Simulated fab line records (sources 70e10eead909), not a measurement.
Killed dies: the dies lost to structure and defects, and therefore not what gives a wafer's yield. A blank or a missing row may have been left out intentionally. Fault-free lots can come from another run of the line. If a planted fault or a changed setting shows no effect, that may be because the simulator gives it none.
Which of the tools did it? + flow nand-harc + Sampling: 12 lots, 36 wafers, 6 of 1302 route steps

== WHAT EACH GAUGE READ, for each wafer ==
NHARC_P_STI_OCD_MEAS_43.
| lot  | measured     | on     | trench-depth-nm (nm) | trench-foot-cd-nm (nm) |
|------|--------------|--------|----------------------|------------------------|
| L842 | day 2 22:16  | ocd-02 | 300 294 297          | 157.1 160.8 157.9      |
| L843 | day 3 10:29  | ocd-01 | 301 308 305          | 158.3 153.9 158.5      |
| L845 | day 4 03:28  | ocd-02 | 300 301 305          | 156.7 156.5 157.9      |
| L855 | day 8 06:37  | ocd-02 | 298 308 300          | 159.4 158.3 159.6      |
| L857 | day 9 04:08  | ocd-02 | 301 304 300          | 157.5 158.2 156.5      |
| L858 | day 9 16:23  | ocd-02 | 305 307 307          | 157.8 154.9 154.3      |
| L860 | day 10 07:27 | ocd-01 | 313 304 314          | 156.9 158.6 158.7      |
| L861 | day 10 18:16 | ocd-02 | 301 294 302          | 162.0 163.0 160.5      |
| L862 | day 11 13:16 | ocd-02 | 308 309 302          | 155.8 157.8 158.9      |
| L863 | day 11 13:16 | ocd-01 | 299 297 301          | 159.0 158.6 158.1      |
| L864 | day 11 23:53 | ocd-01 | 302 308 299          | 158.3 155.8 159.3      |
| L865 | day 12 09:50 | ocd-02 | 295 297 296          | 157.3 156.8 160.9      |

NHARC_P_GATE_CD_MEAS_11: target cd 1640 nm.
| lot  | measured     | on        | cd-nm (nm)           |
|------|--------------|-----------|----------------------|
| L842 | day 4 10:32  | cd-sem-02 | 1639.0 1638.9 1638.5 |
| L843 | day 4 20:45  | cd-sem-03 | 1637.3 1637.5 1640.6 |
| L845 | day 5 10:16  | cd-sem-02 | - - -                |
| L855 | day 9 15:10  | cd-sem-03 | 1638.3 1640.5 1637.5 |
| L857 | day 10 10:33 | cd-sem-01 | 1636.8 1639.4 1637.5 |
| L858 | day 11 04:08 | cd-sem-01 | 1640.0 1639.2 1639.8 |
| L860 | day 11 17:08 | cd-sem-02 | 1642.0 1638.8 1640.7 |
| L861 | day 12 07:04 | cd-sem-02 | 1637.3 1638.9 1640.2 |
| L862 | day 12 23:13 | cd-sem-03 | 1637.8 1636.8 1639.6 |
| L863 | day 12 23:23 | cd-sem-01 | 1639.5 1639.6 1639.9 |
| L864 | day 13 11:28 | cd-sem-01 | 1639.0 1637.5 1640.9 |
| L865 | day 13 22:03 | cd-sem-02 | 1639.4 1640.1 1639.0 |

NHARC_END_SORT_01.
| lot  | measured     | on        | killed-at-array | killed-at-other | killed-at-periphery | killed-dies | killed-open | killed-short |
|------|--------------|-----------|-----------------|-----------------|---------------------|-------------|-------------|--------------|
| L845 | day 26 13:32 | prober-01 | 35 29 32        | 0 1 0           | 642 647 645         | 677 677 677 | 6 4 8       | 1 1 1        |

== EACH LOT AND THE TOOL THAT RAN IT (in order: tool; ch and the chambers of the sampled wafers; start) ==
| lot  | NHARC_P_ZERO_WELL_ETCH_63        | NHARC_P_ZERO_WELL_DESCUM_39        | NHARC_P_GATE_EXPOSE_08            |
|------|----------------------------------|------------------------------------|-----------------------------------|
| L842 | rie-si-02 ch 0,1,2, day 1 21:37  | rie-diel-13 ch 0,2,3, day 2 00:13  | krf-scanner-03 ch 0, day 4 10:23  |
| L843 | rie-si-02 ch 1,2,3, day 2 07:41  | rie-diel-13 ch 1,2,3, day 2 10:19  | krf-scanner-04 ch 0, day 4 20:36  |
| L845 | rie-si-02 ch 0,2,3, day 3 03:46  | rie-diel-13 ch 0,2, day 3 07:24    | krf-scanner-04 ch 0, day 5 10:07  |
| L855 | rie-si-02 ch 2,3, day 7 07:33    | rie-diel-12 ch 0,2,3, day 7 10:20  | krf-scanner-04 ch 0, day 9 15:01  |
| L857 | rie-si-02 ch 0,3, day 8 04:01    | rie-diel-13 ch 1,2,3, day 8 06:45  | krf-scanner-01 ch 0, day 10 10:24 |
| L858 | rie-si-02 ch 0,2, day 8 13:41    | rie-diel-02 ch 0,2,3, day 8 16:23  | krf-scanner-03 ch 0, day 11 03:59 |
| L860 | rie-si-06 ch 0,1,2, day 9 09:42  | rie-diel-13 ch 0,3, day 9 12:19    | krf-scanner-04 ch 0, day 11 16:59 |
| L861 | rie-si-04 ch 0,2, day 9 19:45    | rie-diel-02 ch 0,1,2, day 9 22:31  | krf-scanner-04 ch 0, day 12 06:55 |
| L862 | rie-si-06 ch 0,2,3, day 10 09:56 | rie-diel-02 ch 0,1,3, day 10 12:45 | krf-scanner-03 ch 0, day 12 23:04 |
| L863 | rie-si-04 ch 0,3, day 10 15:43   | rie-diel-12 ch 1,2, day 10 18:23   | krf-scanner-04 ch 0, day 12 23:14 |
| L864 | rie-si-06 ch 2,3, day 11 01:31   | rie-diel-13 ch 0,3, day 11 04:10   | krf-scanner-04 ch 0, day 13 11:18 |
| L865 | rie-si-04 ch 2,3, day 11 11:47   | rie-diel-13 ch 0,3, day 11 14:23   | krf-scanner-01 ch 0, day 13 21:53 |
- NHARC_P_ZERO_WELL_ETCH_63: etches the open film in HBr/Cl2, target depth 120 nm, time 40.1 s.
- NHARC_P_ZERO_WELL_DESCUM_39: chemistry O2, time 3 s.
- NHARC_P_GATE_EXPOSE_08: exposes mask P HV.

== WHAT THE TOOLS THEMSELVES READ (means of the sampled wafers that have a number; where no wafer has one, the mark that the record gives instead) ==
NHARC_P_ZERO_WELL_ETCH_63.
| lot  | tool      | bias-w (W) | drypump-motor-current-A (A) | oes-product-au (a.u.) | throttle-valve-pct (%) |
|------|-----------|------------|-----------------------------|-----------------------|------------------------|
| L842 | rie-si-02 | 100.12     | 5.6                         | 1.001                 | 26.401                 |
| L843 | rie-si-02 | 100.35     | 5.5                         | 1.004                 | 26.404                 |
| L845 | rie-si-02 | 99.90      | 5.3                         | 1.016                 | 26.402                 |
| L855 | rie-si-02 | 99.89      | 5.1                         | 1.005                 | 26.410                 |
| L857 | rie-si-02 | 99.84      | 5.4                         | 1.004                 | 26.405                 |
| L858 | rie-si-02 | 100.07     | 5.3                         | 1.009                 | 26.400                 |
| L860 | rie-si-06 | 100.05     | 6.0                         | 1.007                 | 26.407                 |
| L861 | rie-si-04 | 99.81      | 5.5                         | 1.013                 | 26.410                 |
| L862 | rie-si-06 | 100.15     | 5.9                         | 1.013                 | 26.400                 |
| L863 | rie-si-04 | 99.76      | 6.2                         | 1.023                 | 26.411                 |
| L864 | rie-si-06 | 100.25     | 5.8                         | 1.020                 | 26.406                 |
| L865 | rie-si-04 | 99.91      | 5.6                         | 1.017                 | 26.406                 |

NHARC_P_ZERO_WELL_DESCUM_39.
| lot  | tool        | drypump-motor-current-A (A) | oes-product-au (a.u.) | rf-vpp-V (V) | showerhead-plenum-p-Torr (Torr) | throttle-valve-pct (%) |
|------|-------------|-----------------------------|-----------------------|--------------|---------------------------------|------------------------|
| L842 | rie-diel-13 | 5.6                         | 1.015                 | 57.5         | 1.94                            | 11.321                 |
| L843 | rie-diel-13 | 5.7                         | 1.019                 | 57.8         | 1.90                            | 11.320                 |
| L845 | rie-diel-13 | 5.9                         | 1.000                 | 57.9         | 1.91                            | 11.306                 |
| L855 | rie-diel-12 | 5.2                         | 0.988                 | 57.4         | 1.87                            | 11.311                 |
| L857 | rie-diel-13 | 5.7                         | 1.001                 | 57.9         | 1.89                            | 11.304                 |
| L858 | rie-diel-02 | 6.1                         | 0.995                 | 57.7         | 1.85                            | 11.315                 |
| L860 | rie-diel-13 | 5.9                         | 0.991                 | 57.8         | 1.95                            | 11.310                 |
| L861 | rie-diel-02 | 5.8                         | 0.996                 | 56.6         | 1.81                            | 11.315                 |
| L862 | rie-diel-02 | 5.6                         | 1.004                 | 58.7         | 1.91                            | 11.315                 |
| L863 | rie-diel-12 | 6.0                         | 1.003                 | 58.4         | 1.87                            | 11.297                 |
| L864 | rie-diel-13 | 5.7                         | 0.995                 | 58.2         | 1.97                            | 11.317                 |
| L865 | rie-diel-13 | 5.9                         | 1.009                 | 58.0         | 1.95                            | 11.301                 |

NHARC_P_GATE_EXPOSE_08.
| lot  | tool           | focus-offset-nm (nm) |
|------|----------------|----------------------|
| L842 | krf-scanner-03 | -0.3                 |
| L843 | krf-scanner-04 | -0.2                 |
| L845 | krf-scanner-04 | -0.4                 |
| L855 | krf-scanner-04 | -0.1                 |
| L857 | krf-scanner-01 | 0.5                  |
| L858 | krf-scanner-03 | -0.4                 |
| L860 | krf-scanner-04 | 0.7                  |
| L861 | krf-scanner-04 | 0.3                  |
| L862 | krf-scanner-03 | -0.1                 |
| L863 | krf-scanner-04 | 0.2                  |
| L864 | krf-scanner-04 | -0.8                 |
| L865 | krf-scanner-01 | -0.4                 |

== THE ANSWER, worked out from the rows above alone ==
Rule: the usual values come from the lots themselves. Put in order of their means at a reading, lots are off if they are a third of the lots or fewer, leave a main group of 4 or more, and stand apart from it by a gap of 3 or more times the standard deviation of the main group's means; of several such gaps the widest counts. A main group is skipped when, at the precision printed for the reading in the tables above, its means are all equal. Also off: a lot with no number at a reading for which 4 or more lots have one. All remaining lots with rows at the step are treated as sound. After the gauges, taken in route order, come the tools' own readings; for these a lot's mean is taken, as printed above. At the first step where some lot is off, the reading lying furthest off is the one used; lots without a number count as furthest.
Off, at NHARC_P_GATE_CD_MEAS_11 on cd-nm: L845. Without a number there: L845. The main group: mean 1639.0 nm, standard deviation 0.73.
If a tool, at a process step before that reading, ran all the lots that are off and no sound lot after the first of them, it fits. The gauges at NHARC_P_GATE_CD_MEAS_11 are tried like those tools. Of those tried, none fits.

== WHAT THE SIMULATOR PUT IN ==
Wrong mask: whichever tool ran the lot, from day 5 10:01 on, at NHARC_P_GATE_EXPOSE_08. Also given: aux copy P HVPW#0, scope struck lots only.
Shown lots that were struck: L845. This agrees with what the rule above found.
